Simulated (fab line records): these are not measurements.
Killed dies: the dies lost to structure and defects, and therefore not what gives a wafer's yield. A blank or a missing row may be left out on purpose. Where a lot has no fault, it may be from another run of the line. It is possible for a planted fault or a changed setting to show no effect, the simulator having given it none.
A lot that was struck, set against a sound lot	flow nand-harc	15 steps out of a route of 1159
Sound: these wafers, L698.1, L698.4, L698.5. The struck wafers were L712.2, L712.6. The cause is given at the end.
For every step that has rows: the tool of each side, followed by ch and its chambers, followed by its first start. Under that, the readings that differ: sound wafers	struck wafers	difference of the means	sigmas: that difference in standard deviations of wafers without a fault.
alike: a reading whose means differ by less than 2 such deviations, as well as words and numbers matching on both sides. not compared: withheld readings; readings where some wafer has no value; bounds like >300 that might hide an equal value; numbers whose values overlap and for which the record gives no deviation.
The two part at a step that has a row with sigmas, a row that says differs or no value, or rows on one side only. Non-overlapping numbers with no deviation appear without sigmas and do not part them. A reading missing from all wafers of one side parts the sides only when that side holds two or more wafers.

NHARC_A_CONTACT_ETCH_137: etches the open film in C4F8/O2/Ar, time 132 s, target depth 1287 nm.
  sound on har-cap-etch-02 ch 1, day 17 01:31; struck on har-cap-etch-02 ch 1, day 20 22:07
  not compared: rf-hours-counter-h
NHARC_A_CONTACT_ETCH_138: etches the open film in C4F8/O2/Ar, time 132 s, target depth 1289 nm.
  sound on har-cap-etch-02 ch 1, day 17 01:38; struck on har-cap-etch-02 ch 1, day 20 22:15
  not compared: rf-hours-counter-h
NHARC_A_CONTACT_ETCH_139: etches the open film in C4F8/O2/Ar, time 137 s, target depth 590 nm.
  sound on har-cap-etch-02 ch 1, day 17 01:47; struck on har-cap-etch-02 ch 1, day 20 22:23
  not compared: rf-hours-counter-h
then, 1 step without rows for these wafers: NHARC_A_CONTACT_ETCH_92 (etches the open film in CH3F/O2, target depth 40 nm, time 85.7 s).
NHARC_A_CONTACT_ETCH_98: etches the open film in C4F6/O2, target depth 20 nm, time 10 s.
  sound on rie-diel-04 ch 0,3; struck on rie-diel-06 ch 0,1
  alike: drypump-motor-current-A, oes-product-au, rf-vpp-V, showerhead-plenum-p-Torr, throttle-valve-pct
  not compared: rf-hours-counter-h
NHARC_A_CONTACT_CD_MEAS_15:
  sound on cd-sem-02 at day 17 02:22; struck on cd-sem-02 at day 20 22:58
  alike: cd-nm
then, 3 steps without rows for these wafers: NHARC_A_CONTACT_STRIP_107 (strips in N2/H2); NHARC_A_CONTACT_STRIP_108 (strips in CF4/CHF3); NHARC_A_CONTACT_STRIP_109 (strips in O2/COS).
NHARC_A_CONTACT_ETCH_110: etches the open film in CF4/O2, target depth 50 nm, overetch 5 nm, time 27.5 s.
  sound on rie-diel-04 ch 0,1, day 17 02:41; struck on rie-diel-04 ch 2,3, day 20 23:16
  alike: drypump-motor-current-A, oes-product-au, rf-vpp-V, showerhead-plenum-p-Torr, throttle-valve-pct
  not compared: rf-hours-counter-h
then, 2 steps without rows for these wafers: NHARC_A_CONTACT_STRIP_26 (strips in O2); NHARC_A_CONTACT_STRIP_27 (strips in post etch residue remover, time 600 s).
NHARC_A_CONTACT_ALD_18: deposits TiN, target thk 3 nm, pulse time 1 s, ald cycles 150.
  sound on ald-metal-01 ch 0,2, day 17 03:20; struck on ald-metal-04 ch 2,3, day 20 23:57
reading	sound	struck	difference	sigmas
ald-cycles	150 150 150	146 146	-4	
heater-power-outer-w (W)	675 541 534	692 668	+97	+2
heater-power-w (W)	1091 832 813	1087 1107	+185	+2
  alike: precursor-pulse-height-rel
then, 1 step without rows for these wafers: NHARC_A_CONTACT_CVD_19 (deposits W, target thk 300 nm, time 802 s).
-- jump in the record: it breaks off in module A_CONTACT and resumes in module END (first step shown: number 1159 of the route), and 2 days separate the struck wafers' starts before and after --
NHARC_END_SORT_01:
  sound on prober-01 ch 0, day 19 11:20; struck on prober-02 ch 0, day 23 06:49
reading	sound	struck	difference	sigmas
killed-at-other	1 0 0	3 4	+3	+3
  alike: killed-at-array, killed-at-periphery, killed-dies, killed-open, killed-short

== WHERE THEY PART ==
Earliest at NHARC_A_CONTACT_ALD_18; latest, in this record, at NHARC_END_SORT_01.

WHY: the cause the simulator had injected
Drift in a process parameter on ald-metal-04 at NHARC_A_CONTACT_ALD_18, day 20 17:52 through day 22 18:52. The setting ald-cycles was moved by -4, starting from 150. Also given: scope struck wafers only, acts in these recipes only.
